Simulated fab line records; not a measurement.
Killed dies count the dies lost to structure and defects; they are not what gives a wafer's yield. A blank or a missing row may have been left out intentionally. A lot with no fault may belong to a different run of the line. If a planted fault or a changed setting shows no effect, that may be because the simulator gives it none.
Split-lot study -- flow n5Finfet -- route with 1938 steps; 7 lots, 39 wafers read

THE SPLIT ITSELF
At N5_ZERO_LAYER_PECVD_02 (deposits SiO2 from SiH4/N2O, target thk 10 nm, time 6 s), the setting timeS was moved away from the recipe's 6 s on 12 of the 39 wafers read, by -23.5% to +44.2%. This setting was run at the recipe's value on the other wafers.

Reading taken at the split's own step.

THE READING
SiO2_of_ZERO_LAYER_PECVD_02.thkNm (the simulator's own value, which no gauge read), in nm, at N5_ZERO_LAYER_PECVD_02 (deposits SiO2 from SiH4/N2O, target thk 10 nm, time 6 s). The file does not state a usual value for it. Across the 27 wafers here that went through the recipe, the average is 9.973 nm and the standard deviation 0.19 nm.

wafer,"tool, chamber at the split","timeS as run, s",against the recipe,"SiO2_of_ZERO_LAYER_PECVD_02.thkNm, nm",against lot-mates on the recipe
L077.1,"pecvd-04, 0",6,recipe,9.724,-
L077.2,"pecvd-04, 2",6,recipe,9.944,-
L077.3,"pecvd-04, 1",6,recipe,9.984,-
L077.4,"pecvd-04, 2",6,recipe,10.14,-
L077.5,"pecvd-04, 0",6,recipe,9.949,-
L077.6,"pecvd-04, 1",6,recipe,10.05,-
L088.1,"pecvd-03, 2",6,recipe,9.706,-
L088.2,"pecvd-03, 1",6,recipe,10.06,-
L088.3,"pecvd-03, 0",4.59,-23.5%,7.492,-2.429
L088.4,"pecvd-03, 1",4.59,-23.5%,8.066,-1.855
L088.5,"pecvd-03, 2",6,recipe,9.996,-
L088.6,"pecvd-03, 0",4.59,-23.5%,7.868,-2.053
L089.1,"pecvd-03, 2",8.652,+44.2%,13.97,+3.807
L089.2,"pecvd-03, 1",6,recipe,10.31,-
L089.3,"pecvd-03, 0",6,recipe,10.05,-
L089.4,"pecvd-03, 0",6,recipe,10.13,-
L089.5,"pecvd-03, 1",8.652,+44.2%,14.98,+4.817
L089.6,"pecvd-03, 2",8.652,+44.2%,14.29,+4.127
L090.1,"pecvd-04, 1",6,recipe,9.884,-
L090.2,"pecvd-04, 2",6,recipe,9.798,-
L090.3,"pecvd-04, 0",6,recipe,9.743,-
L090.4,"pecvd-04, 1",6,recipe,10.03,-
L090.5,"pecvd-04, 2",6,recipe,10.16,-
L090.6,"pecvd-04, 0",6,recipe,9.949,-
L092.1,"pecvd-02, 0",6.955,+15.9%,11.52,+1.333
L092.2,"pecvd-02, 2",6,recipe,10.32,-
L092.3,"pecvd-02, 1",6,recipe,9.822,-
L092.4,"pecvd-02, 2",6,recipe,10.42,-
L092.5,"pecvd-02, 0",6.955,+15.9%,11.61,+1.423
L092.6,"pecvd-02, 1",6.955,+15.9%,11.58,+1.393
L093.1,"pecvd-04, 2",5.004,-16.6%,8.172,-1.635
L093.2,"pecvd-04, 1",6,recipe,9.68,-
L093.3,"pecvd-04, 0",5.004,-16.6%,7.875,-1.932
L093.4,"pecvd-04, 2",6,recipe,9.919,-
L093.5,"pecvd-04, 0",6,recipe,9.822,-
L093.6,"pecvd-04, 1",5.004,-16.6%,8.25,-1.557
L096.3,"pecvd-04, 2",6,recipe,9.9,-
L096.4,"pecvd-04, 1",6,recipe,9.944,-
L096.6,"pecvd-04, 2",6,recipe,9.839,-

THE FIT
A straight line over all 39 wafers: SiO2_of_ZERO_LAYER_PECVD_02.thkNm changes by +0.1 nm for each +1% of timeS; r = +0.99; the points scatter about the line by 0.23 nm.
The same after taking each lot's own level away (the mean of its wafers on the recipe; 39 wafers): +0.0949 nm for each +1%; r = +0.99; scatter 0.2 nm.
The reading moves by 4.2 nm for the largest change in timeS, on that fit.
The lots' own levels span 9.8070 to 10.1873 nm, that is 2.0 times the standard deviation above.
Consequently the slope shifts little with the lot-to-lot level, the two slopes agreeing.
Check: with one of the wafers moved furthest among these (+44.2%) left out of the fit, the line predicts +4.3 nm for it against its lot-mates. It came out at +3.81 nm against them.

THE FILE'S OWN FIT
SiO2_of_ZERO_LAYER_PECVD_02.thkNm changes by +0.0949 nm for each +1% of timeS, r = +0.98.
